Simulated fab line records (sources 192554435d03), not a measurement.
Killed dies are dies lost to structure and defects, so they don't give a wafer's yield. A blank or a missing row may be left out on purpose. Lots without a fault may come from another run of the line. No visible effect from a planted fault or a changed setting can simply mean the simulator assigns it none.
Matching of chambers / flow n5 finfet / N5_SD_EPI_N_LINER_46 on ald sin-02: 4 sister chambers
The step material SiNx, target thk 3 nm. 18 wafers are shown with their chamber, then 9 later ones without.

EACH WAFER AND ITS CHAMBER
wafer=L074.2; chamber=1; heater power outer w (W)=488; heater power w (W)=814
wafer=L074.3; chamber=0; heater power outer w (W)=564; heater power w (W)=888
wafer=L074.6; chamber=3; heater power outer w (W)=487; heater power w (W)=795
wafer=L076.1; chamber=1; heater power outer w (W)=501; heater power w (W)=838
wafer=L076.3; chamber=0; heater power outer w (W)=536; heater power w (W)=912
wafer=L076.4; chamber=3; heater power outer w (W)=483; heater power w (W)=765
wafer=L079.2; chamber=1; heater power outer w (W)=481; heater power w (W)=830
wafer=L079.4; chamber=1; heater power outer w (W)=503; heater power w (W)=831
wafer=L079.5; chamber=3; heater power outer w (W)=476; heater power w (W)=815
wafer=L080.1; chamber=1; heater power outer w (W)=497; heater power w (W)=847
wafer=L080.3; chamber=3; heater power outer w (W)=470; heater power w (W)=792
wafer=L080.5; chamber=2; heater power outer w (W)=591; heater power w (W)=883
wafer=L081.2; chamber=0; heater power outer w (W)=538; heater power w (W)=916
wafer=L081.3; chamber=2; heater power outer w (W)=592; heater power w (W)=869
wafer=L081.6; chamber=2; heater power outer w (W)=583; heater power w (W)=880
wafer=L083.3; chamber=1; heater power outer w (W)=477; heater power w (W)=838
wafer=L083.5; chamber=1; heater power outer w (W)=490; heater power w (W)=841
wafer=L083.6; chamber=0; heater power outer w (W)=560; heater power w (W)=944

SIGNATURES (means of the wafers above)
reading=heater power outer w; chamber 0=549.50; chamber 1=491.00; chamber 2=588.67; chamber 3=479.00; scatter within a chamber=10.1
reading=heater power w; chamber 0=915.00; chamber 1=834.14; chamber 2=877.33; chamber 3=791.75; scatter within a chamber=16.1
Rule: a wafer's distance from a chamber is the root of the sum, over the readings, of the square of ((its reading less the chamber's mean) divided by the reading's scatter). The wafer belongs to the nearest chamber; if the next one is less than 2 further off, it can't be placed. The scatter: take each reading less its chamber's mean, square it, sum over the shown wafers, divide by the number of wafers less the number of chambers, and take the root.

WAFERS WITH NO CHAMBER GIVEN
wafer=L087.2; heater power outer w (W)=581; heater power w (W)=865
wafer=L087.4; heater power outer w (W)=565; heater power w (W)=887
wafer=L087.5; heater power outer w (W)=571; heater power w (W)=872
wafer=L088.1; heater power outer w (W)=559; heater power w (W)=897
wafer=L088.2; heater power outer w (W)=472; heater power w (W)=797
wafer=L088.4; heater power outer w (W)=482; heater power w (W)=826
wafer=L096.1; heater power outer w (W)=478; heater power w (W)=854
wafer=L096.5; heater power outer w (W)=475; heater power w (W)=771
wafer=L096.6; heater power outer w (W)=570; heater power w (W)=872

THE CHAMBER EACH PASSED THROUGH
wafer=L087.2; from the rows above=2; in truth=2
wafer=L087.4; from the rows above=can't be placed: 0 or 2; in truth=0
wafer=L087.5; from the rows above=can't be placed: 2 or 0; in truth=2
wafer=L088.1; from the rows above=can't be placed: 0 or 2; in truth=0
wafer=L088.2; from the rows above=3; in truth=3
wafer=L088.4; from the rows above=can't be placed: 1 or 3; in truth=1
wafer=L096.1; from the rows above=1; in truth=1
wafer=L096.5; from the rows above=3; in truth=3
wafer=L096.6; from the rows above=can't be placed: 2 or 0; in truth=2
4 of 9 placed correctly. Not placeable from these rows: 5 (in 5, the candidates include the true chamber). 0 placed wrongly.
